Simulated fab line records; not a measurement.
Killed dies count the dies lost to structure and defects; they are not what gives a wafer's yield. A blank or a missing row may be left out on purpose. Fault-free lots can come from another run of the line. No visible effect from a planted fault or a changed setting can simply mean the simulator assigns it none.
fab line records | flow nand-harc | part 1 of 2: steps 1 to 30 of 45
record: lots: 5 wafers: 15 last-day: 33
route steps=1302 shown P_ZERO_WELL@64 P_STI@69
lots with no fault: from the same line, run without faults
start-h: start of the lot's first displayed wafer, in hours after the record's first day | wait-h: hours elapsed since this lot's preceding step | " same as the row above | L1.1+2: one row covering several wafers at once | - value missing, or start not given | * or withheld: withheld | < > ~ a bound
route shown NAME@n: NAME is a module with steps in the file, n the number in the route of the first one | usual: mean/standard deviation of fault-free wafers | same: alike in all rows | chamber/n: place in a boat | sites: each site's reading | _std_site: the standard deviation of these | _edge_site: outer sites' mean less inner sites' | radius-mm: for every site, how far away it sits from the centre of the wafer | mask NAME#n: copy n | behind: the most recent tool/chamber to have shaped the wafer | hold: what put the lot on hold/how long, in hours/how the hold closed | device: the transistor (n, p or np) that didn't switch | end of line: tests of these same wafers at the route's end | where a step has no rows: the recipe by itself | killed: at the first sort, the dies lost to defects and structure; wafer yield is something else | map: per-die view of a wafer (x killed, . not killed, _ where there is no die)
set.NAME: setting as actually run; set.NAME@STEP: the setting as run at that earlier step | model.NAME: the simulator's own value behind a step, which no gauge read
lots at some steps of the route; a table a step, a row a wafer
services: the hour from which a tool's chamber was out of use, counted from the record's first day as start-h (under 0 if before that day), plus the number of hours and why
== steps ==
step: NHARC_P_ZERO_WELL_STRIP_56
recipe: time-s: 840 temp-c: 130 chemistry: SPM
usual: bath-guard-temp-C: 129.9/0.51
columns lot.wafer tool chamber start-h wait-h bath-guard-temp-C
L074.4 wet-bench-09 0 26.68 0.1 129.8
L074.3 " 3 " " 129.9
L074.6 " 4 " " 129.5
L089.4 wet-bench-05 5 176.75 0.1 130.0
L089.5 " 7 " " 129.2
L089.6 " 1 " " 130.2
L094.4 wet-bench-05 2 226.45 0.1 128.5
L094.3 " 6 " " 130.0
L094.6 " 7 " " 129.2
L096.2 wet-bench-05 6 246.52 0.2 129.5
L096.4 " 7 " " 129.6
L096.1 " 2 " " 128.5
L097.4 wet-bench-09 1 256.48 0.1 130.2
L097.2 " 4 " " 129.6
L097.5 " 5 " " 129.8
step: NHARC_P_ZERO_WELL_PRECLEAN_68
recipe: time-s: 60 temp-c: 50 bath-age-min: 0 chemistry: SC1
usual: bath-guard-temp-C: 49.9/0.49
columns lot.wafer tool chamber start-h wait-h bath-guard-temp-C
L074.4 wet-bench-09 0 - - 49.7
L074.3 " 3 " " 50.0
L074.6 " 4 " " 49.7
L089.4 wet-bench-05 5 - - 50.6
L089.5 " 7 " " 49.4
L089.6 " 1 " " 50.2
L094.4 wet-bench-05 2 - - 48.5
L094.3 " 6 " " 49.6
L094.6 " 7 " " 49.0
L096.2 wet-bench-05 6 - - 50.1
L096.4 " 7 " " 49.2
L096.1 " 2 " " 48.8
L097.4 wet-bench-09 1 - - 50.0
L097.2 " 4 " " 49.8
L097.5 " 5 " " 49.9
step: NHARC_P_ZERO_WELL_SRD_69
columns lot.wafer tool chamber start-h wait-h
L074.4+3+6 wet-bench-09 0,3,4 - -
L089.4+5+6 wet-bench-05 5,7,1 - -
L094.4+3+6 wet-bench-05 2,6,7 - -
L096.2+4+1 wet-bench-05 6,7,2 - -
L097.4+2+5 wet-bench-09 1,4,5 - -
step: NHARC_P_ZERO_WELL_RTA_42
recipe: temp-c: 1100 time-s: 300
usual: lamp-power-pct: 34.2/0.37 lamp_zone_6_pct: 34.2/0.38 wafer_temp_C_max: 1108.7/1.6
columns lot.wafer tool chamber start-h wait-h lamp-power-pct lamp_zone_6_pct wafer_temp_C_max
L074.3 rtp-anneal-01 0 27.33 - 34.6 34.5 1108.3
L074.4 " 0 " " 34.5 34.6 1107.8
L074.6 " 0 " " 34.6 34.6 1107.5
L089.4 rtp-anneal-01 0 177.51 - 34.5 34.5 1107.6
L089.5 " 0 " " 34.5 34.6 1107.1
L089.6 " 0 " " 34.5 34.6 1110.7
L094.3 rtp-anneal-01 0 227.10 - 34.6 34.6 1106.3
L094.4 " 0 " " 34.5 34.5 1109.2
L094.6 " 0 " " 34.6 34.5 1108.3
L096.1 rtp-anneal-02 0 246.95 - 33.8 33.7 1109.1
L096.2 " 0 " " 33.8 33.7 1108.8
L096.4 " 0 " " 33.8 33.7 1107.6
L097.2 rtp-anneal-02 0 257.03 - 33.8 33.7 1110.3
L097.4 " 0 " " 33.7 33.8 1107.2
L097.5 " 0 " " 33.8 33.8 1109.7
step: NHARC_P_ZERO_WELL_INSPECT_43
usual: raw-defect-count: 13/6.4
columns lot.wafer tool chamber start-h wait-h raw-defect-count
L074.3 defect-inspect-01 - 27.79 0.4 15
L074.4 " - " " 19
L074.6 " - " " 24
L089.4 defect-inspect-01 - 177.87 0.2 4
L089.5 " - " " 8
L089.6 " - " " 7
L094.3 defect-inspect-01 - 227.57 0.4 12
L094.4 " - " " 7
L094.6 " - " " 17
L096.1 defect-inspect-02 - 247.63 0.6 6
L096.2 " - " " 14
L096.4 " - " " 13
L097.2 defect-inspect-01 - 257.60 0.5 23
L097.4 " - " " 11
L097.5 " - " " 10
step: NHARC_P_STI_ETCH_26
recipe: target-depth-a: 110 chemistry: dHF material: SiO2
columns lot.wafer tool chamber start-h wait-h
L074.4+3+6 wet-bench-03 5,6,0 27.86 0.1
L089.4+5+6 wet-bench-06 2,5,7 177.92 0.0
L094.4+6+3 wet-bench-06 5,1,2 227.62 0.0
L096.1+2+4 wet-bench-06 3,4,7 247.68 0.1
L097.2+5+4 wet-bench-02 3,5,7 257.65 0.1
step: NHARC_P_STI_PRECLEAN_27
recipe: time-s: * temp-c: 50 bath-age-min: 0 chemistry: SC1
usual: bath-guard-temp-C: 50.0/0.46
columns lot.wafer tool chamber start-h wait-h bath-guard-temp-C
L074.4 wet-bench-03 5 27.91 0.0 50.4
L074.3 " 6 " " 50.4
L074.6 " 0 " " 49.3
L089.4 wet-bench-06 2 177.99 0.1 50.2
L089.5 " 5 " " 49.2
L089.6 " 7 " " 50.0
L094.4 wet-bench-06 5 227.69 0.1 48.8
L094.6 " 1 " " 50.8
L094.3 " 2 " " 49.4
L096.1 wet-bench-06 3 247.75 0.1 50.9
L096.2 " 4 " " 49.9
L096.4 " 7 " " 49.9
L097.2 wet-bench-02 3 257.72 0.1 49.7
L097.5 " 5 " " 50.4
L097.4 " 7 " " 50.1
step: NHARC_P_STI_SRD_28
columns lot.wafer tool chamber start-h wait-h
L074.4+3+6 wet-bench-03 5,6,0 - -
L089.4+5+6 wet-bench-06 2,5,7 - -
L094.4+6+3 wet-bench-06 5,1,2 - -
L096.1+2+4 wet-bench-06 3,4,7 - -
L097.2+5+4 wet-bench-02 3,5,7 - -
step: NHARC_P_STI_OXIDE_29
recipe: target-thk-a: 100 temp-c: 900 ox-time-s: 1362 material: SiO2
same: ox-time-s: 1362
columns lot.wafer tool chamber start-h wait-h
L074.3+4+6 furnace-02 0 35.07 -
L089.4+5+6 furnace-04 0 181.82 -
L094.3+4+6 furnace-04 0 233.63 -
L096.1+2+4 furnace-02 0 253.48 -
L097.2+4+5 furnace-02 0 264.61 -
step: NHARC_P_STI_HM_DEP_30
recipe: target-thk-a: 800 temp-c: 790 pressure-mtorr: 300 time-s: 873 material: Si3N4
columns lot.wafer tool chamber start-h wait-h
L074.3+4+6 lpcvd-02 0 42.23 3.5
L089.4+5+6 lpcvd-02 1 189.01 3.5
L094.3+4+6 lpcvd-01 1 240.80 3.5
L096.1+2+4 lpcvd-02 1 260.64 3.5
L097.2+4+5 lpcvd-02 0 271.80 3.5
step: NHARC_P_STI_DEHYDRATE_01
recipe: temp-c: 150 time-s: 120
columns lot.wafer tool chamber start-h wait-h
L074.3+4+6 litho-track-03 0 45.88 0.4
L089.4+5+6 litho-track-03 0 192.65 0.4
L094.3+4+6 litho-track-07 0 244.43 0.4
L096.1+2+4 litho-track-02 0 264.31 0.4
L097.2+4+5 litho-track-07 0 275.44 0.4
step: NHARC_P_STI_HMDS_02
recipe: time-s: 30
columns lot.wafer tool chamber start-h wait-h
L074.3+4+6 litho-track-03 0 - -
L089.4+5+6 litho-track-03 0 - -
L094.3+4+6 litho-track-07 0 - -
L096.1+2+4 litho-track-02 0 - -
L097.2+4+5 litho-track-07 0 - -
step: NHARC_P_STI_COAT_41
recipe: temp-c: 200 time-s: 65
columns lot.wafer tool chamber start-h wait-h
L074.3+4+6 litho-track-03 0 - -
L089.4+5+6 litho-track-03 0 - -
L094.3+4+6 litho-track-07 0 - -
L096.1+2+4 litho-track-02 0 - -
L097.2+4+5 litho-track-07 0 - -
step: NHARC_P_STI_COAT_03
recipe: spin-rpm: 2000 resist-thk-nm: 600
columns lot.wafer tool chamber start-h wait-h
L074.3+4+6 litho-track-03 0 - -
L089.4+5+6 litho-track-03 0 - -
L094.3+4+6 litho-track-07 0 - -
L096.1+2+4 litho-track-02 0 - -
L097.2+4+5 litho-track-07 0 - -
step: NHARC_P_STI_SOFTBAKE_04
recipe: temp-c: 125 time-s: 70
columns lot.wafer tool chamber start-h wait-h
L074.3+4+6 litho-track-03 0 - -
L089.4+5+6 litho-track-03 0 - -
L094.3+4+6 litho-track-07 0 - -
L096.1+2+4 litho-track-02 0 - -
L097.2+4+5 litho-track-07 0 - -
step: NHARC_P_STI_EBR_05
columns lot.wafer tool chamber start-h wait-h
L074.3+4+6 litho-track-03 0 - -
L089.4+5+6 litho-track-03 0 - -
L094.3+4+6 litho-track-07 0 - -
L096.1+2+4 litho-track-02 0 - -
L097.2+4+5 litho-track-07 0 - -
step: NHARC_P_STI_EXPOSE_06
recipe: na: 0.55 target-cd-nm: 200 dose-mj: 37.69 mask-id: P_STI
columns lot.wafer tool chamber start-h wait-h mask
L074.3+4+6 krf-scanner-01 0 46.18 - P_STI#0
L089.4+5+6 krf-scanner-01 0 192.95 - P_STI#0
L094.3+4+6 krf-scanner-02 0 244.72 - P_STI#0
L096.1+2+4 krf-scanner-02 0 264.59 - P_STI#0
L097.2+4+5 krf-scanner-02 0 275.61 - P_STI#0
step: NHARC_P_STI_PEB_07
recipe: peb-temp-c: 128 peb-time-s: 80
same: peb-time-s: 80
columns lot.wafer tool chamber start-h wait-h
L074.3+4+6 litho-track-07 0 46.24 0.1
L089.4+5+6 litho-track-03 0 193.00 0.0
L094.3+4+6 litho-track-02 0 244.78 0.1
L096.1+2+4 litho-track-07 0 264.66 0.1
L097.2+4+5 litho-track-02 0 275.67 0.1
step: NHARC_P_STI_DEVELOP_08
recipe: time-s: 50 dev-temp-c: 22
columns lot.wafer tool chamber start-h wait-h
L074.3+4+6 litho-track-07 0 - -
L089.4+5+6 litho-track-03 0 - -
L094.3+4+6 litho-track-02 0 - -
L096.1+2+4 litho-track-07 0 - -
L097.2+4+5 litho-track-02 0 - -
step: NHARC_P_STI_CD_MEAS_09
recipe: target-cd-nm: 200 landing-energy-ev: 500
usual: cd-nm: 199.1/2.5
columns lot.wafer tool chamber start-h wait-h cd-nm
L074.3 cd-sem-01 0 46.33 - 201.6
L074.4 " 0 " " 195.5
L074.6 " 0 " " 200.5
L089.4 cd-sem-03 0 193.09 - 198.7
L089.5 " 0 " " 198.9
L089.6 " 0 " " 197.3
L094.3 cd-sem-01 0 244.87 - 203.3
L094.4 " 0 " " 203.4
L094.6 " 0 " " 199.5
L096.1 cd-sem-02 0 264.75 - 202.6
L096.2 " 0 " " 203.1
L096.4 " 0 " " 202.8
L097.2 cd-sem-01 0 275.76 - 195.1
L097.4 " 0 " " 198.8
L097.5 " 0 " " 199.4
step: NHARC_P_STI_OVL_MEAS_10
usual: overlay-x-nm: 0/6 overlay-y-nm: 1/6.5
columns lot.wafer tool chamber start-h wait-h overlay-x-nm overlay-y-nm
L074.3 overlay-01 - 46.41 - -10 10
L074.4 " - " " -10 11
L074.6 " - " " -10 10
L089.4 overlay-01 - 193.17 - 5 -4
L089.5 " - " " 4 -3
L089.6 " - " " 4 -3
L094.3 overlay-02 - 244.95 - -11 2
L094.4 " - " " -11 2
L094.6 " - " " -11 1
L096.1 overlay-01 - 264.83 - 6 -4
L096.2 " - " " 7 -3
L096.4 " - " " 6 -4
L097.2 overlay-02 - 275.85 - -1 5
L097.4 " - " " 0 5
L097.5 " - " " 0 5
step: NHARC_P_STI_INSPECT_11
usual: raw-defect-count: 5.2/2.6
columns lot.wafer tool chamber start-h wait-h raw-defect-count
L074.3 defect-inspect-01 - 46.45 0.0 5
L074.4 " - " " 5
L074.6 " - " " 6
L089.4 defect-inspect-01 - 193.21 0.0 2
L089.5 " - " " 2
L089.6 " - " " 6
L094.3 defect-inspect-01 - 244.99 0.0 2
L094.4 " - " " 3
L094.6 " - " " 6
L096.1 defect-inspect-02 - 264.87 0.0 4
L096.2 " - " " 8
L096.4 " - " " 2
L097.2 defect-inspect-01 - 275.88 0.0 7
L097.4 " - " " 1
L097.5 " - " " 5
step: NHARC_P_STI_HARDBAKE_13
recipe: temp-c: 118 time-s: 65
columns lot.wafer tool chamber start-h wait-h
L074.3+4+6 litho-track-07 0 46.51 0.1
L089.4+5+6 litho-track-02 0 193.28 0.1
L094.3+4+6 litho-track-07 0 245.05 0.1
L096.1+2+4 litho-track-07 0 264.93 0.1
L097.2+4+5 litho-track-02 0 275.94 0.1
step: NHARC_P_STI_DESCUM_14
recipe: time-s: 3 o2-flow-sccm: 200 ar-flow-sccm: 0 bias-power-w: 0 chemistry: O2
usual: drypump-motor-current-A: 5.7/0.48 o2-flow-sccm: 200.0/0.55 oes-product-au: 0.998/0.0094 rf-vpp-V: 57.9/0.96 showerhead-plenum-p-Torr: 1.94/0.095 throttle-valve-pct: 11.311/0.01
columns lot.wafer tool chamber start-h wait-h drypump-motor-current-A o2-flow-sccm oes-product-au rf-hours-counter-h rf-vpp-V showerhead-plenum-p-Torr throttle-valve-pct
L074.4 rie-diel-05 0 46.58 - 5.3 199.6 0.995 13 59.0 1.98 11.310
L074.3 " 2 " " 5.7 199.3 0.999 13 57.6 2.00 11.324
L074.6 " 1 " " 6.3 200.2 1.005 - 57.6 1.94 11.310
L089.4 rie-diel-12 3 193.37 - 5.0 199.6 1.004 5 59.3 2.02 11.304
L089.5 " 0 " " 6.0 200.0 0.998 - 57.7 1.98 11.307
L089.6 " 1 " " 6.3 200.0 1.012 - 58.1 2.04 11.320
L094.3 rie-diel-02 0 245.12 - 5.8 200.2 1.005 2 57.1 2.06 11.327
L094.4 " 3 " " 5.1 200.1 1.007 2 57.4 2.00 11.328
L094.6 " 1 " " 5.1 200.1 1.005 - 56.6 1.79 11.316
L096.1 rie-diel-05 0 265.01 - 5.3 200.2 1.004 2 58.1 1.97 11.317
L096.4 " 2 " " 5.8 200.0 0.994 2 57.5 2.00 11.291
L096.2 " 3 " " 6.3 199.1 0.997 2 57.1 1.78 11.314
L097.4 rie-diel-05 3 276.02 - 6.3 200.5 1.001 3 57.6 1.78 11.309
L097.2 " 1 " " 6.3 200.5 1.010 3 57.0 1.93 11.295
L097.5 " 0 " " 5.3 199.3 0.996 - 60.2 1.97 11.303
step: NHARC_P_STI_ETCH_42
recipe: target-depth-a: 800 overetch-a: 240 time-s: 61 ion-energy-ev: 200 n2-flow-sccm: 150 h2-flow-sccm: 150 ar-flow-sccm: 0 rf-w: 400 bias-w: 150 chemistry: N2/H2
usual: drypump-motor-current-A: 5.7/0.49 oes-product-au: 0.998/0.0076 rf-vpp-V: 431/3 showerhead-plenum-p-Torr: 2.07/0.1 throttle-valve-pct: 14.170/0.0098
columns lot.wafer tool chamber start-h wait-h drypump-motor-current-A oes-product-au rf-hours-counter-h rf-vpp-V showerhead-plenum-p-Torr throttle-valve-pct
L074.3 rie-diel-05 0 46.67 0.1 5.3 0.996 13 433 2.11 14.168
L074.4 " 3 " " 6.3 1.002 13 427 1.90 14.193
L074.6 " 1 " " 6.3 1.001 - 431 2.07 14.176
L089.4 rie-diel-12 3 193.43 0.1 5.0 1.001 5 435 2.15 14.180
L089.6 " 2 " " 5.8 0.994 - 428 1.98 14.175
L089.5 " 3 " " 5.0 1.004 - 433 2.15 14.178
L094.4 rie-diel-02 0 245.21 0.1 5.8 0.994 2 435 2.20 14.174
L094.3 " 2 " " 5.2 1.004 2 432 2.09 14.145
L094.6 " 3 " " 5.1 1.014 - 435 2.13 14.172
L096.1 rie-diel-05 2 265.09 0.1 5.8 1.003 2 435 2.13 14.181
L096.2 " 0 " " 5.3 1.012 2 433 2.11 14.161
L096.4 " 1 " " 6.3 1.002 2 431 2.06 14.156
L097.2 rie-diel-05 0 276.11 0.1 5.3 0.998 3 433 2.11 14.175
L097.4 " 1 " " 6.3 0.998 3 429 2.06 14.175
L097.5 " 0 " " 5.3 1.011 - 431 2.11 14.173
step: NHARC_P_STI_ETCH_31
recipe: target-depth-a: 1089 time-s: 54.5 cf4-flow-sccm: 100 chf3-flow-sccm: 30 ar-flow-sccm: 0 rf-w: 500 bias-w: 200 chemistry: CF4/CHF3
usual: drypump-motor-current-A: 5.7/0.48 oes-product-au: 0.955/0.019 rf-vpp-V: 371.2/2.6 showerhead-plenum-p-Torr: 1.59/0.072 throttle-valve-pct: 16.803/0.0086
columns lot.wafer tool chamber start-h wait-h drypump-motor-current-A oes-product-au rf-hours-counter-h rf-vpp-V showerhead-plenum-p-Torr throttle-valve-pct
L074.3 rie-diel-05 2 - - 5.7 0.995 13 374.0 1.64 16.812
L074.4 " 3 " " 6.3 0.974 13 367.1 1.47 16.798
L074.6 " 3 " " 6.3 0.982 - 365.8 1.47 16.810
L089.4 rie-diel-12 0 - - 6.0 0.955 1 374.1 1.63 16.789
L089.5 " 1 " " 6.3 0.954 - 375.0 1.67 16.800
L089.6 " 2 " " 5.7 0.963 - 368.4 1.53 16.805
L094.3 rie-diel-02 0 - - 5.8 0.965 2 374.6 1.69 16.790
L094.4 " 1 " " 5.1 0.977 2 367.3 1.48 16.800
L094.6 " 2 " " 5.2 0.974 - 372.1 1.61 16.796
L096.2 rie-diel-05 2 - - 5.8 0.974 2 371.9 1.64 16.803
L096.1 " 3 " " 6.3 0.975 2 367.8 1.47 16.812
L096.4 " 0 " " 5.3 0.969 2 372.1 1.62 16.798
L097.2 rie-diel-05 1 - - 6.3 0.978 3 370.5 1.59 16.804
L097.4 " 3 " " 6.3 0.959 3 366.3 1.47 16.796
L097.5 " 1 " " 6.2 0.973 - 370.5 1.59 16.806
step: NHARC_P_STI_ETCH_15
recipe: target-depth-a: 3000 taper-deg: 4 time-s: 100.1 hbr-flow-sccm: 150 cl2-flow-sccm: 50 rf-w: 400 icp-w: 400 bias-w: 100 chemistry: HBr/Cl2
usual: drypump-motor-current-A: 5.8/0.48 oes-product-au: 1.002/0.012 throttle-valve-pct: 26.405/0.0093
columns lot.wafer tool chamber start-h wait-h drypump-motor-current-A oes-product-au rf-hours-counter-h throttle-valve-pct
L074.4 rie-si-05 0 46.86 - 6.4 1.015 0.48 26.398
L074.3 " 3 " " 6.2 1.011 0.56 26.404
L074.6 " 0 " " 6.4 1.007 - 26.409
L089.4 rie-si-04 1 193.66 - 6.2 1.009 0.18 26.408
L089.6 " 2 " " 6.3 0.986 - 26.427
L089.5 " 3 " " 5.3 1.007 - 26.405
L094.3 rie-si-04 3 245.42 - 5.3 1.030 0.40 26.408
L094.4 " 0 " " 5.2 1.020 0.44 26.430
L094.6 " 2 " " 6.2 1.005 - 26.419
L096.1 rie-si-04 1 265.28 - 6.2 1.005 0.56 26.397
L096.4 " 2 " " 6.3 0.997 0.56 26.399
L096.2 " 0 " " 5.2 1.019 0.59 26.402
L097.4 rie-si-01 2 276.31 - 5.4 1.002 0.54 26.403
L097.2 " 3 " " 5.1 1.026 0.48 26.399
L097.5 " 2 " " 5.5 1.012 - 26.407
step: NHARC_P_STI_CD_MEAS_16
usual: cd-nm: 198.2/2.8
columns lot.wafer tool chamber start-h wait-h cd-nm
L074.3 cd-sem-01 - 47.03 - 203.0
L074.4 " - " " 195.7
L074.6 " - " " 199.9
L089.4 cd-sem-01 - 193.79 - 199.0
L089.5 " - " " 198.3
L089.6 " - " " 196.9
L094.3 cd-sem-01 - 245.57 - 201.4
L094.4 " - " " 204.4
L094.6 " - " " 198.1
L096.1 cd-sem-03 - 265.44 - 202.3
L096.2 " - " " 203.5
L096.4 " - " " 201.6
L097.2 cd-sem-01 - 276.46 - 194.9
L097.4 " - " " 197.4
L097.5 " - " " 198.7
step: NHARC_P_STI_OCD_MEAS_17
usual: trench-depth-nm: 302/5.2 trench-foot-cd-nm: 156.9/2.5
columns lot.wafer tool chamber start-h wait-h trench-depth-nm trench-foot-cd-nm
L074.3 ocd-01 - 47.11 0.1 303 159.7
L074.4 " - " " 307 152.5
L074.6 " - " " 304 157.8
L089.4 ocd-02 - 193.89 0.1 305 156.4
L089.5 " - " " 304 156.5
L089.6 " - " " 298 156.0
L094.3 ocd-02 - 245.65 0.1 309 160.4
L094.4 " - " " 310 160.2
L094.6 " - " " 302 157.3
L096.1 ocd-02 - 265.53 0.1 301 160.2
L096.2 " - " " 309 160.4
L096.4 " - " " 301 160.5
L097.2 ocd-02 - 276.55 0.1 312 151.7
L097.4 " - " " 302 156.5
L097.5 " - " " 304 157.0
step: NHARC_P_STI_STRIP_19
recipe: time-s: 900 temp-c: 130 chemistry: SPM
usual: bath-guard-temp-C: 130.0/0.54
columns lot.wafer tool chamber start-h wait-h bath-guard-temp-C
L074.4 wet-bench-06 2 47.17 0.0 129.7
L074.3 " 5 " " 128.9
L074.6 " 6 " " 129.4
L089.5 wet-bench-02 5 193.94 0.0 130.5
L089.6 " 7 " " 129.9
L089.4 " 1 " " 130.4
L094.3 wet-bench-06 1 245.72 0.1 131.0
L094.4 " 3 " " 131.1
L094.6 " 4 " " 130.0
L096.4 wet-bench-02 4 265.59 0.0 130.4
L096.2 " 7 " " 129.8
L096.1 " 1 " " 130.7
L097.5 wet-bench-02 6 276.60 0.0 129.9
L097.4 " 7 " " 129.7
L097.2 " 1 " " 130.8
